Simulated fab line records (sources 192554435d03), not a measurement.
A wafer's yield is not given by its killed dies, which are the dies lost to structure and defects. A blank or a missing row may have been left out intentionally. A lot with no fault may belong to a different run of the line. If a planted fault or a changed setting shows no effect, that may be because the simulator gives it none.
Chamber matching | flow n5_finfet | pecvd-04 running N5_FIN_SAQP_HM_DEP_72: 3 sister chambers
The step deposits SiO2 from SiH4/N2O, target thk 12 nm, time 7.2 s. 6 wafers are shown with their chamber, then 7 later ones without.

== WAFERS, EACH WITH ITS CHAMBER ==
wafer  | chamber | showerhead_plenum_p_Torr (Torr) | heater_power_w (W)
L083.2 | 2       | 8.01                            | 637
L083.4 | 0       | 7.98                            | 793
L087.4 | 0       | 7.98                            | 769
L090.5 | 2       | 8.05                            | 668
L093.1 | 1       | 8.25                            | 669
L093.4 | 1       | 8.25                            | 664

== WAFERS WITHOUT THEIR CHAMBER ==
wafer  | showerhead_plenum_p_Torr (Torr) | heater_power_w (W)
L093.5 | 8.06                            | 606
L094.1 | 7.97                            | 775
L094.5 | 8.06                            | 605
L094.6 | 7.97                            | 766
L096.3 | 8.04                            | 623
L096.4 | 8.25                            | 672
L096.6 | 8.25                            | 680

== WHICH CHAMBER EACH ONE RAN IN ==
wafer  | from the rows above | in truth
L093.5 | 2                   | 2
L094.1 | 0                   | 0
L094.5 | 2                   | 2
L094.6 | 0                   | 0
L096.3 | 2                   | 2
L096.4 | 1                   | 1
L096.6 | 1                   | 1
Placed correctly: 7 of 7. Left unplaced by these rows: 0. Number placed wrongly: 0.
How it was worked out, from the rows above alone: a wafer's distance from a chamber is the root of the sum, over the readings, of the square of ((its reading less the chamber's mean) divided by the reading's scatter). The wafer belongs to the nearest chamber; if the next one is less than 2 further off, it can't be placed. A chamber's mean is the mean of its shown wafers. The scatter is the square root of a quotient: the sum, over the shown wafers, of each reading's squared deviation from its chamber's mean, divided by wafers minus chambers.
